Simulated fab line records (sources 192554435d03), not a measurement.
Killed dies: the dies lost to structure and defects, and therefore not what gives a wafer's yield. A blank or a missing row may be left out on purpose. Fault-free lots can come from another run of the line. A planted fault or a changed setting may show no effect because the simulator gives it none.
8D (eight disciplines) problem report, filled in by code + flow n5-finfet + the parts of the form that need people (team, actions taken, sign-off) are left out

== 1. THE ISSUE ==
VT_P at N5_BEOL_M4_RC_MEAS_101 reads a mean of -262.6 mV on 1 wafer of 1 lot; wafers without a fault read -248.9 mV with a standard deviation of 2.9. That is -4.7 standard deviations from the usual mean.
Seen first at day 12 22:55 on prober-02, wafer L220.3. The record has a number at this step for 28 wafers belonging to 10 lots. By rule, "out" or "out of limits" means more than 4 standard deviations away from the usual mean. Any other wafer with a number is counted as sound.

== 2. WHAT IT IS AND WHAT IT IS NOT ==
| question                    | is                     | is not                                                                                       |
|-----------------------------|------------------------|----------------------------------------------------------------------------------------------|
| which readings at this step | VT_P                   | DIBL_N, IOFF_N, ION_N, SS_N, SS_P, VT_N                                                      |
| which lots                  | L220                   | L207, L208, L209, L210, L222, L223, L224, L225, L229                                         |
| which wafers of those lots  | all that have a number | -                                                                                            |
| read on which gauges        | prober-02              | prober-01                                                                                    |
| when                        | from day 12 22:55      | up to then (12 sound wafers); but 15 sound wafers of L222, L223, L224, L225, L229 came after |

== 3. SUSPECTS, AND WHAT RULES EACH OUT ==
Counting: a tool at a process step up to the reading stays a suspect if it ran every lot that is out and no sound lot after the first of them.
- the gauge at N5_BEOL_M4_RC_MEAS_101 is ruled out. All the wafers that are out were read on prober-02, but those of them that N5_PASSIVATION_PROBE_49 has rows for are out there too, on other tools.
- ald-hk-03 at N5_HKMG_FIN_ALD_74 (deposits La2O3, target thk 0.5 nm, pulse time 6 s, co reactant pulse time 1 s): kept. It ran the lot that is out, L220 (day 7 03:42), and no sound lot after that; its last sound lot up to then is L210 (day 4 22:29).
- cmp-04 at N5_BEOL_M4_CMP_52 (polishes, stops on SiOC, t overpolish 6.8 s, target thk 40 nm): kept. It ran the lot that is out, L220 (day 12 21:59), and no sound lot after that; its last sound lot up to then is L208 (day 9 20:33).
What counting leaves: ald-hk-03 at N5_HKMG_FIN_ALD_74 and cmp-04 at N5_BEOL_M4_CMP_52.

== 4. THE CAUSE (what the simulator had put in) ==
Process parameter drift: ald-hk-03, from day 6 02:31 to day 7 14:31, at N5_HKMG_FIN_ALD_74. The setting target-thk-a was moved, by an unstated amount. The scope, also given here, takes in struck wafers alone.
Counting leaves 2 suspects; this tool is one of them.

== 5. THE CHAIN OF EFFECTS, in route order ==
Each row: a reading where the mean over the struck wafers with a number is more than 3 standard deviations away from the usual. Readings are gone through only where the record gives a usual standard deviation; hours: the median, over the lots, of the time from a lot's start at the first step in this table giving one to that lot's start at this step; sigmas: the change measured in usual standard deviations.
| hours | step                    | reading          | usual       | on struck wafers | change | sigmas      |
|-------|-------------------------|------------------|-------------|------------------|--------|-------------|
| 0     | N5_BEOL_M4_RC_MEAS_101  | IOFF_P_LIN       | 0.105 nA/um | 0.060            | -0.045 | -3.2        |
| 0     | N5_BEOL_M4_RC_MEAS_101  | ION_P            | 468 uA/um   | 438              | -30    | -3.5        |
| 0     | N5_BEOL_M4_RC_MEAS_101  | VT_P             | -248.9 mV   | -262.6           | -13.7  | -4.7        |
| 0     | N5_BEOL_M4_RC_MEAS_101  | VT_P_LONG        | -274.3 mV   | -282.4           | -8.1   | -3.5        |
| 94    | N5_PASSIVATION_PROBE_49 | sort_bin_8_speed | 0.01 %      | 6.10             | +6.09  | +99 or more |
It contains these process steps:
- N5_PASSIVATION_PROBE_49
At these later measuring or inspecting steps, every struck wafer for which the step has a row has a number for every such reading, and none has moved that far: N5_BEOL_M5_THK_MEAS_01.

== 6. WHAT WOULD HAVE CAUGHT IT SOONER ==
164 hours passed between the start of the fault at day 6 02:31 and the first reading out of limits at a measuring or inspecting step in this record, taken at day 12 22:55.
No tool reading at N5_HKMG_FIN_ALD_74 that has a usual standard deviation in the record was out on any struck wafer, so an alarm limit of 4 standard deviations on those readings would not have fired.
By day 12 22:55, every lot that is out (1) had started N5_HKMG_FIN_ALD_74 on ald-hk-03. A hold on the tool at that time would have spared none of them.
